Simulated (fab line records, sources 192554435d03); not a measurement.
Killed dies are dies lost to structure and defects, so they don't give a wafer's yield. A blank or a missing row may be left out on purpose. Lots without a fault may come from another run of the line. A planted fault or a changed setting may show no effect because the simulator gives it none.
Which tool did it? | flow n5_finfet | 24 lots, 72 wafers sampled, at 5 steps of a route of 1938

WHAT THE GAUGES READ, wafer by wafer
N5_BEOL_M11_OCD_MEAS_38. Usual: trench_depth_nm 147 nm, standard deviation 3.9.
lot  | measured     | on     | trench_depth_nm (nm) | flag
L076 | day 10 17:23 | ocd-01 | 148 150 140          |
L075 | day 10 19:19 | ocd-02 | 144 144 144          |
L074 | day 10 22:17 | ocd-01 | 145 148 144          |
L077 | day 11 05:52 | ocd-02 | 145 145 144          |
L078 | day 11 16:17 | ocd-01 | 148 148 152          |
L080 | day 11 18:08 | ocd-01 | 157 144 141          |
L079 | day 11 19:34 | ocd-01 | 145 147 147          |
L081 | day 12 03:20 | ocd-01 | 149 154 151          |
L083 | day 13 00:11 | ocd-01 | 148 146 147          |
L084 | day 13 00:38 | ocd-02 | 146 148 147          |
L082 | day 13 00:41 | ocd-01 | 152 150 139          |
L085 | day 13 09:46 | ocd-01 | 149 147 151          |
L086 | day 14 06:46 | ocd-02 | 146 144 150          |
L087 | day 14 12:31 | ocd-01 | 148 148 151          |
L089 | day 15 07:00 | ocd-01 | 152 148 151          |
L088 | day 15 07:34 | ocd-02 | 146 147 146          |
L093 | day 15 15:43 | ocd-02 | 149 141 142          |
L090 | day 15 16:34 | ocd-02 | 152 151 151          |
L091 | day 15 17:19 | ocd-02 | 141 143 143          |
L092 | day 15 18:05 | ocd-01 | 149 151 148          |
L094 | day 16 03:02 | ocd-01 | 138 153 151          |
L095 | day 16 06:03 | ocd-02 | 147 152 154          |
L097 | day 16 21:51 | ocd-02 | 146 149 147          |
L096 | day 16 23:43 | ocd-02 | 147 143 150          |

N5_BEOL_M12_OCD_MEAS_35. Usual: trench_depth_nm 315 nm, standard deviation 6.1.
lot  | measured     | on     | trench_depth_nm (nm) | flag
L076 | day 11 00:14 | ocd-02 | 314 327 316          |
L075 | day 11 02:32 | ocd-01 | 315 322 324          |
L074 | day 11 03:57 | ocd-02 | 308 314 317          |
L077 | day 11 10:20 | ocd-01 | 316 325 325          |
L078 | day 11 21:01 | ocd-01 | 310 310 319          |
L080 | day 11 22:33 | ocd-01 | 308 317 309          |
L079 | day 12 02:47 | ocd-01 | 316 306 310          |
L081 | day 12 13:49 | ocd-02 | 308 311 310          |
L083 | day 13 06:54 | ocd-02 | 312 317 308          |
L084 | day 13 08:06 | ocd-02 | 312 320 311          |
L082 | day 13 08:16 | ocd-02 | 317 310 311          |
L085 | day 13 16:04 | ocd-01 | 307 308 307          |
L086 | day 14 11:20 | ocd-01 | 306 332 318          |
L087 | day 14 17:42 | ocd-02 | 315 317 314          |
L089 | day 15 12:14 | ocd-02 | 330 330 320          |
L088 | day 15 12:54 | ocd-02 | 316 316 314          |
L093 | day 15 20:37 | ocd-02 | 318 331 330          |
L090 | day 15 21:20 | ocd-01 | 316 311 316          |
L091 | day 15 22:10 | ocd-01 | 313 313 316          |
L092 | day 15 23:17 | ocd-01 | 307 326 308          |
L094 | day 16 09:05 | ocd-02 | 323 321 320          |
L095 | day 16 11:55 | ocd-01 | 312 310 315          |
L097 | day 17 03:37 | ocd-02 | 312 319 315          |
L096 | day 17 04:43 | ocd-02 | 312 314 315          |

WHICH TOOL RAN EACH LOT (tool, then ch and the chambers of the sampled wafers, then the start)
lot  | N5_BEOL_M11_SPUTTER_48       | N5_BEOL_M11_ANNEAL_51            | N5_BEOL_M11_CMP_52
L076 | pvd_sputter-01, day 10 20:59 | rtp_anneal-02 ch 0, day 10 21:15 | cmp-02 ch 1,2,3, day 10 21:31
L075 | pvd_sputter-02, day 10 23:16 | rtp_anneal-02 ch 0, day 10 23:35 | cmp-04 ch 0,1, day 10 23:49
L074 | pvd_sputter-01, day 11 00:22 | rtp_anneal-01 ch 0, day 11 00:46 | cmp-04 ch 0,3, day 11 00:59
L077 | pvd_sputter-02, day 11 07:05 | rtp_anneal-01 ch 0, day 11 07:34 | cmp-02 ch 0,1,2, day 11 07:46
L078 | pvd_sputter-03, day 11 17:37 | rtp_anneal-02 ch 0, day 11 17:58 | cmp-03 ch 0,1,3, day 11 18:22
L080 | pvd_sputter-03, day 11 19:24 | rtp_anneal-01 ch 0, day 11 19:38 | cmp-03 ch 0,3, day 11 19:56
L079 | pvd_sputter-03, day 11 23:31 | rtp_anneal-01 ch 0, day 12 00:04 | cmp-04 ch 1,2,3, day 12 00:22
L081 | pvd_sputter-02, day 12 06:56 | rtp_anneal-01 ch 0, day 12 10:43 | cmp-04 ch 0,1,3, day 12 11:02
L083 | pvd_sputter-01, day 13 01:59 | rtp_anneal-01 ch 0, day 13 04:08 | cmp-04 ch 1,2, day 13 04:20
L084 | pvd_sputter-01, day 13 02:14 | rtp_anneal-01 ch 0, day 13 05:18 | cmp-04 ch 2,3, day 13 05:31
L082 | pvd_sputter-01, day 13 02:19 | rtp_anneal-01 ch 0, day 13 05:29 | cmp-03 ch 0,2,3, day 13 05:49
L085 | pvd_sputter-02, day 13 12:46 | rtp_anneal-01 ch 0, day 13 13:08 | cmp-03 ch 1,2, day 13 13:29
L086 | pvd_sputter-02, day 14 08:00 | rtp_anneal-01 ch 0, day 14 08:29 | cmp-04 ch 2,3, day 14 08:47
L087 | pvd_sputter-03, day 14 14:21 | rtp_anneal-01 ch 0, day 14 14:41 | cmp-03 ch 0,1, day 14 14:59
L089 | pvd_sputter-01, day 15 08:51 | rtp_anneal-01 ch 0, day 15 09:28 | cmp-02 ch 0,1, day 15 09:41
L088 | pvd_sputter-03, day 15 09:36 | rtp_anneal-01 ch 0, day 15 09:55 | cmp-04 ch 1,2,3, day 15 10:21
L093 | pvd_sputter-02, day 15 17:15 | rtp_anneal-01 ch 0, day 15 17:29 | cmp-03 ch 0,1, day 15 17:47
L090 | pvd_sputter-03, day 15 18:02 | rtp_anneal-01 ch 0, day 15 18:19 | cmp-02 ch 0,1,2, day 15 18:42
L091 | pvd_sputter-03, day 15 18:48 | rtp_anneal-01 ch 0, day 15 19:04 | cmp-03 ch 1,2,3, day 15 19:22
L092 | pvd_sputter-02, day 15 19:20 | rtp_anneal-01 ch 0, day 15 19:41 | cmp-02 ch 0,1, day 15 19:59
L094 | pvd_sputter-01, day 16 05:56 | rtp_anneal-01 ch 0, day 16 06:17 | cmp-02 ch 0,2, day 16 06:36
L095 | pvd_sputter-03, day 16 07:43 | rtp_anneal-01 ch 0, day 16 09:00 | cmp-04 ch 2,3, day 16 09:22
L097 | pvd_sputter-01, day 17 00:23 | rtp_anneal-02 ch 0, day 17 00:43 | cmp-02 ch 2,3, day 17 00:55
L096 | pvd_sputter-02, day 17 01:22 | rtp_anneal-02 ch 0, day 17 01:50 | cmp-03 ch 0,1,2, day 17 02:10
- N5_BEOL_M11_SPUTTER_48: material Cu, target thk 12 nm, time 2 s.
- N5_BEOL_M11_ANNEAL_51: time 90 s.
- N5_BEOL_M11_CMP_52: polishes, stops on SiCOH lowk, t overpolish 7 s, target thk 140 nm.

WHAT THE TOOLS THEMSELVES READ (means of the sampled wafers that have a number; where no wafer has one, the mark that the record gives instead)
N5_BEOL_M11_SPUTTER_48. Usual: throttle_valve_pct 30.0 %, standard deviation 0.83.
lot  | tool           | throttle_valve_pct (%) | flag
L076 | pvd_sputter-01 | 29.2                   |
L075 | pvd_sputter-02 | 29.7                   |
L074 | pvd_sputter-01 | 30.0                   |
L077 | pvd_sputter-02 | 30.2                   |
L078 | pvd_sputter-03 | 30.2                   |
L080 | pvd_sputter-03 | 30.0                   |
L079 | pvd_sputter-03 | 30.1                   |
L081 | pvd_sputter-02 | 29.7                   |
L083 | pvd_sputter-01 | 29.7                   |
L084 | pvd_sputter-01 | 29.4                   |
L082 | pvd_sputter-01 | 28.7                   |
L085 | pvd_sputter-02 | 29.7                   |
L086 | pvd_sputter-02 | 29.9                   |
L087 | pvd_sputter-03 | 30.8                   |
L089 | pvd_sputter-01 | 30.2                   |
L088 | pvd_sputter-03 | 30.3                   |
L093 | pvd_sputter-02 | 29.7                   |
L090 | pvd_sputter-03 | 31.1                   |
L091 | pvd_sputter-03 | 29.6                   |
L092 | pvd_sputter-02 | 29.9                   |
L094 | pvd_sputter-01 | 30.3                   |
L095 | pvd_sputter-03 | 30.6                   |
L097 | pvd_sputter-01 | 30.2                   |
L096 | pvd_sputter-02 | 30.1                   |

N5_BEOL_M11_ANNEAL_51. Usual: wafer_temp_C_max 226.29, standard deviation 0.3.
lot  | tool          | wafer_temp_C_max | flag
L076 | rtp_anneal-02 | 226.43           |
L075 | rtp_anneal-02 | 226.35           |
L074 | rtp_anneal-01 | 225.98           |
L077 | rtp_anneal-01 | 226.15           |
L078 | rtp_anneal-02 | 225.97           |
L080 | rtp_anneal-01 | 226.20           |
L079 | rtp_anneal-01 | 226.62           |
L081 | rtp_anneal-01 | 226.44           |
L083 | rtp_anneal-01 | 226.42           |
L084 | rtp_anneal-01 | 226.52           |
L082 | rtp_anneal-01 | 226.02           |
L085 | rtp_anneal-01 | 226.21           |
L086 | rtp_anneal-01 | 226.38           |
L087 | rtp_anneal-01 | 225.95           |
L089 | rtp_anneal-01 | 226.39           |
L088 | rtp_anneal-01 | 226.28           |
L093 | rtp_anneal-01 | 226.26           |
L090 | rtp_anneal-01 | 226.53           |
L091 | rtp_anneal-01 | 226.33           |
L092 | rtp_anneal-01 | 226.63           |
L094 | rtp_anneal-01 | 226.38           |
L095 | rtp_anneal-01 | 226.58           |
L097 | rtp_anneal-02 | 226.43           |
L096 | rtp_anneal-02 | 226.37           |

N5_BEOL_M11_CMP_52. Usual: barrier_field_endpoint_s 28.9 s, standard deviation 0.88; head_pressure_psi 0.9999 psi, standard deviation 0.0022; motor_current_A 6.2 A, standard deviation 0.82; overpolish_run_s 7.000 s, standard deviation 0.0093; slurry_flow_ml_min 150.0, standard deviation 0.42; time_to_endpoint_s 67 s, standard deviation 4.5.
lot  | tool   | barrier_field_endpoint_s (s) | head_pressure_psi (psi) | motor_current_A (A) | overpolish_run_s (s) | slurry_flow_ml_min | time_to_endpoint_s (s) | flag
L076 | cmp-02 | 28.9                         | 0.9997                  | 5.9                 | 6.995                | 150.0              | 66                     |
L075 | cmp-04 | 29.6                         | 1.0010                  | 5.9                 | 7.000                | 150.1              | 69                     |
L074 | cmp-04 | 30.4                         | 1.0005                  | 6.4                 | 7.000                | 150.0              | 73                     |
L077 | cmp-02 | 28.5                         | 1.0017                  | 6.3                 | 6.994                | 149.7              | 64                     |
L078 | cmp-03 | 28.6                         | 1.0017                  | 5.9                 | 7.002                | 150.0              | 68                     |
L080 | cmp-03 | 28.7                         | 0.9983                  | 5.6                 | 7.005                | 150.3              | 70                     |
L079 | cmp-04 | 29.0                         | 1.0018                  | 6.5                 | 7.005                | 150.2              | 66                     |
L081 | cmp-04 | 29.1                         | 1.0009                  | 6.2                 | 6.999                | 149.8              | 67                     |
L083 | cmp-04 | 28.6                         | 0.9993                  | 5.7                 | 6.994                | 149.6              | 68                     |
L084 | cmp-04 | 29.4                         | 1.0003                  | 7.2                 | 7.004                | 150.2              | 68                     |
L082 | cmp-03 | 29.5                         | 0.9993                  | 5.6                 | 6.991                | 149.8              | 68                     |
L085 | cmp-03 | 28.8                         | 0.9996                  | 6.1                 | 6.999                | 149.7              | 67                     |
L086 | cmp-04 | 28.7                         | 1.0027                  | 7.4                 | 6.995                | 149.9              | 69                     |
L087 | cmp-03 | 28.2                         | 0.9996                  | 5.7                 | 6.996                | 150.2              | 66                     |
L089 | cmp-02 | 28.3                         | 0.9965                  | 7.1                 | 7.000                | 150.4              | 61                     |
L088 | cmp-04 | 29.6                         | 0.9993                  | 6.5                 | 7.007                | 150.2              | 73                     |
L093 | cmp-03 | 28.6                         | 0.9988                  | 6.1                 | 7.002                | 150.1              | 63                     |
L090 | cmp-02 | 28.4                         | 0.9994                  | 6.3                 | 7.004                | 150.4              | 67                     |
L091 | cmp-03 | 28.3                         | 0.9993                  | 5.9                 | 7.006                | 150.2              | 66                     |
L092 | cmp-02 | 28.0                         | 0.9989                  | 7.2                 | 6.993                | 149.9              | 59                     |
L094 | cmp-02 | 29.3                         | 0.9973                  | 6.0                 | 6.993                | 150.4              | 66                     |
L095 | cmp-04 | 28.7                         | 0.9990                  | 7.3                 | 7.001                | 149.6              | 67                     |
L097 | cmp-02 | 29.5                         | 0.9983                  | 5.8                 | 6.997                | 149.7              | 70                     |
L096 | cmp-03 | 28.0                         | 1.0006                  | 5.6                 | 7.005                | 149.8              | 64                     |

THE ANSWER, worked out from the rows above alone
Rule: a lot is off if the mean of its wafers that have a number lies more than 3 standard deviations from the usual mean. A lot without any number at a reading at which 4 lots or more have one is off too. The other lots that the step has rows for count as sound. The gauges are gone through in route order, then the tools' own readings, and for those a lot's mean is taken as printed above. The first step at which some lot is off is used, and at that step the reading that is off furthest; a lot without a number counts as furthest.
No lot is off at any reading shown: from this, nothing can be told.

WHAT THE SIMULATOR HAD PUT IN
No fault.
